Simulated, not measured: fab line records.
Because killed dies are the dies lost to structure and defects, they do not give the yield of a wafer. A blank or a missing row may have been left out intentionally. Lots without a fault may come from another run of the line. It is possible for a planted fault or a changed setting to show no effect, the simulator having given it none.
Chamber matching	flow n5_finfet	N5_SDB_DESCUM_16 on rie_diel-01 has 4 sister chambers
The step chemistry O2, time 7.9 s. 18 wafers are shown with their chamber, then 9 later ones without.

== EACH WAFER AND ITS CHAMBER ==
wafer	chamber	throttle_valve_pct (%)	drypump_motor_current_A (A)	oes_product_au (a.u.)
L074.1	2	20.73	4.9	0.76
L074.5	2	20.72	5.0	0.76
L074.6	1	20.43	5.2	0.96
L076.1	3	20.28	5.3	0.74
L076.3	2	20.72	5.0	0.76
L076.6	0	20.10	6.4	0.86
L077.1	2	20.73	4.9	0.75
L077.3	1	20.44	5.2	0.94
L077.6	3	20.26	5.3	0.74
L078.3	3	20.28	5.3	0.73
L078.4	0	20.12	6.3	0.85
L078.5	0	20.11	6.4	0.85
L079.3	1	20.44	5.3	0.92
L079.4	3	20.28	5.3	0.73
L079.6	2	20.75	5.0	0.75
L080.1	2	20.75	5.0	0.74
L080.3	0	20.12	6.4	0.86
L080.6	1	20.45	5.2	0.93

SIGNATURES (averages over the wafers above)
reading	chamber 0	chamber 1	chamber 2	chamber 3	scatter within a chamber
throttle_valve_pct	20.1125	20.4400	20.7333	20.2750	0.011
drypump_motor_current_A	6.375	5.225	4.967	5.300	0.045
oes_product_au	0.8550	0.9375	0.7533	0.7350	0.01
Rule: distance of a wafer from a chamber = root of the sum over the readings of ((wafer's reading minus chamber's mean) / reading's scatter) squared. If the next closest chamber is less than 2 further off than the closest, the wafer can't be placed; otherwise it belongs to the closest. How the scatter is found: for the shown wafers, subtract from each reading the mean of its chamber, square and add these, divide the total by (wafers less chambers), then take the root.

== WAFERS MISSING THEIR CHAMBER ==
wafer	throttle_valve_pct (%)	drypump_motor_current_A (A)	oes_product_au (a.u.)
L082.1	20.13	6.4	0.84
L082.2	20.46	5.2	0.91
L082.4	20.29	5.3	0.74
L086.1	20.47	5.2	0.88
L086.3	20.16	6.4	0.82
L086.6	20.48	5.2	0.88
L093.1	20.49	5.2	0.86
L093.2	20.16	6.4	0.80
L093.4	20.30	5.4	0.71

== CHAMBER TAKEN BY EACH ==
wafer	from the rows above	in truth
L082.1	0	0
L082.2	1	1
L082.4	3	3
L086.1	1	1
L086.3	0	0
L086.6	1	1
L093.1	1	1
L093.2	0	0
L093.4	3	3
9 of 9 placed correctly. Left unplaced by these rows: 0. 0 placed wrongly.
